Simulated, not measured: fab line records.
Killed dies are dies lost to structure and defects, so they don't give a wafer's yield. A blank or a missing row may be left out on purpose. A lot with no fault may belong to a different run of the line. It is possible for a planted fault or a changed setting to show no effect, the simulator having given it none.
Matching of chambers	flow nand_harc	NHARC_A_STAIRCASE_DESCUM_168 on rie_diel-06: 3 sister chambers
The step chemistry O2, time 3 s. 18 wafers are shown with their chamber, then 8 later ones without.

== WAFERS WITH THEIR CHAMBER ==
wafer	chamber	drypump_motor_current_A (A)	showerhead_plenum_p_Torr (Torr)	oes_product_au (a.u.)
L077.2	1	5.5	1.96	0.974
L077.3	2	5.0	1.89	0.997
L077.6	1	5.5	1.96	0.985
L078.1	2	5.0	1.89	1.004
L078.2	0	5.6	2.00	1.008
L078.3	1	5.5	1.96	0.993
L081.1	1	5.5	1.95	0.990
L081.4	2	5.0	1.88	0.992
L081.6	0	5.7	1.99	1.006
L084.3	2	5.0	1.88	0.998
L084.4	0	5.6	1.99	1.016
L084.5	0	5.7	1.99	1.006
L086.2	1	5.5	1.95	0.981
L086.3	2	5.0	1.88	1.004
L086.5	2	5.0	1.88	0.993
L092.2	1	5.5	1.95	1.005
L092.5	1	5.5	1.95	0.992
L092.6	0	5.7	1.98	0.997

SIGNATURES (averages over the wafers above)
reading	chamber 0	chamber 1	chamber 2	scatter within a chamber
drypump_motor_current_A	5.660	5.500	5.000	0.0283
showerhead_plenum_p_Torr	1.9900	1.9543	1.8833	0.0058
oes_product_au	1.00660	0.98857	0.99800	0.00776
Rule: a wafer lies at a distance from a chamber equal to the root of the sum of squares, over the readings, of (its reading less the chamber's mean, divided by the reading's scatter). The wafer belongs to the nearest chamber; if the next one is less than 2 further off, it can't be placed. The scatter: take each reading less its chamber's mean, square it, sum over the shown wafers, divide by the number of wafers less the number of chambers, and take the root.

== WAFERS MISSING THEIR CHAMBER ==
wafer	drypump_motor_current_A (A)	showerhead_plenum_p_Torr (Torr)	oes_product_au (a.u.)
L093.1	5.5	1.95	1.007
L093.2	5.6	1.98	1.006
L093.3	5.0	1.87	1.007
L093.5	5.6	1.98	1.012
L093.6	5.5	1.95	1.011
L094.2	5.6	1.98	1.007
L094.4	5.0	1.87	1.004
L094.5	5.5	1.94	1.006

== WHICH CHAMBER EACH ONE RAN IN ==
wafer	from the rows above	in truth
L093.1	1	1
L093.2	0	0
L093.3	2	2
L093.5	0	0
L093.6	1	1
L094.2	0	0
L094.4	2	2
L094.5	1	1
Placed correctly: 8 of 8. From these rows, 0 cannot be placed. Placed wrongly: 0.
